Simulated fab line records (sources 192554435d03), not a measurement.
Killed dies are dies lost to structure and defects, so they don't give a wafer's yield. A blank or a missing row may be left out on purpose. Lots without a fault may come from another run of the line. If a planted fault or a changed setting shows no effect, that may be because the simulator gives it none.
Matching of chambers | flow n5-finfet | 4 sister chambers for N5_BEOL_M4_VIA_ETCH_34 on rie-diel-03
The step etches the open film in C4F6/O2, target depth 69.4 nm, time 65.9 s. 27 wafers are shown with their chamber, then 12 later ones without.

== WAFERS PAIRED WITH THEIR CHAMBERS ==
wafer  | chamber | drypump-motor-current-A (A) | throttle-valve-pct (%) | rf-vpp-V (V)
L076.3 | 3       | 6.1                         | 30.5                   | 667
L076.4 | 0       | 4.9                         | 30.4                   | 660
L076.5 | 3       | 6.1                         | 30.5                   | 667
L078.1 | 0       | 4.9                         | 30.4                   | 662
L078.3 | 2       | 5.6                         | 30.4                   | 642
L078.5 | 0       | 4.9                         | 30.4                   | 661
L077.3 | 2       | 5.6                         | 30.4                   | 643
L077.4 | 1       | 5.9                         | 31.3                   | 665
L077.5 | 0       | 4.9                         | 30.4                   | 660
L075.1 | 0       | 4.9                         | 30.4                   | 661
L075.4 | 1       | 6.0                         | 31.3                   | 666
L075.5 | 1       | 5.9                         | 31.3                   | 664
L080.2 | 3       | 6.1                         | 30.5                   | 668
L080.4 | 2       | 5.6                         | 30.4                   | 642
L080.6 | 3       | 6.1                         | 30.5                   | 667
L083.1 | 1       | 5.9                         | 31.3                   | 664
L083.2 | 0       | 4.9                         | 30.4                   | 660
L083.6 | 1       | 6.0                         | 31.3                   | 665
L086.2 | 3       | 6.1                         | 30.3                   | 677
L086.3 | 1       | 5.9                         | 31.3                   | 665
L086.4 | 0       | 4.8                         | 30.4                   | 660
L090.1 | 2       | 5.6                         | 30.5                   | 642
L090.2 | 3       | 6.2                         | 30.3                   | 677
L090.6 | 0       | 4.8                         | 30.4                   | 662
L093.3 | 0       | 4.8                         | 30.4                   | 661
L093.5 | 2       | 5.6                         | 30.4                   | 643
L093.6 | 1       | 5.9                         | 31.4                   | 665

SIGNATURES, as means of the wafers listed above
reading                 | chamber 0 | chamber 1 | chamber 2 | chamber 3 | scatter within a chamber
drypump-motor-current-A | 4.867     | 5.929     | 5.600     | 6.117     | 0.043
throttle-valve-pct      | 30.400    | 31.314    | 30.420    | 30.433    | 0.0551
rf-vpp-V                | 660.78    | 664.86    | 642.40    | 670.50    | 2.44
Rule: a wafer lies at a distance from a chamber equal to the root of the sum of squares, over the readings, of (its reading less the chamber's mean, divided by the reading's scatter). The wafer belongs to the nearest chamber; if the next one is less than 2 further off, it can't be placed. The scatter: take each reading less its chamber's mean, square it, sum over the shown wafers, divide by the number of wafers less the number of chambers, and take the root.

== WAFERS WITHOUT THEIR CHAMBER ==
wafer  | drypump-motor-current-A (A) | throttle-valve-pct (%) | rf-vpp-V (V)
L094.2 | 6.1                         | 30.3                   | 678
L094.3 | 4.9                         | 30.4                   | 661
L094.6 | 4.8                         | 30.5                   | 660
L095.1 | 5.9                         | 31.3                   | 664
L095.2 | 6.1                         | 30.3                   | 678
L095.3 | 4.9                         | 30.5                   | 659
L095.4 | 5.9                         | 31.4                   | 663
L095.5 | 4.9                         | 30.5                   | 659
L095.6 | 6.1                         | 30.3                   | 678
L097.3 | 6.1                         | 30.4                   | 677
L097.5 | 5.6                         | 30.5                   | 643
L097.6 | 5.9                         | 31.4                   | 663

== WHICH CHAMBER EACH ONE RAN IN ==
wafer  | from the rows above | in truth
L094.2 | 3                   | 3
L094.3 | 0                   | 0
L094.6 | 0                   | 0
L095.1 | 1                   | 1
L095.2 | 3                   | 3
L095.3 | 0                   | 0
L095.4 | 1                   | 1
L095.5 | 0                   | 0
L095.6 | 3                   | 3
L097.3 | 3                   | 3
L097.5 | 2                   | 2
L097.6 | 1                   | 1
Correct placement for 12 of the 12. Number that these rows cannot place: 0. Wrongly placed: 0.
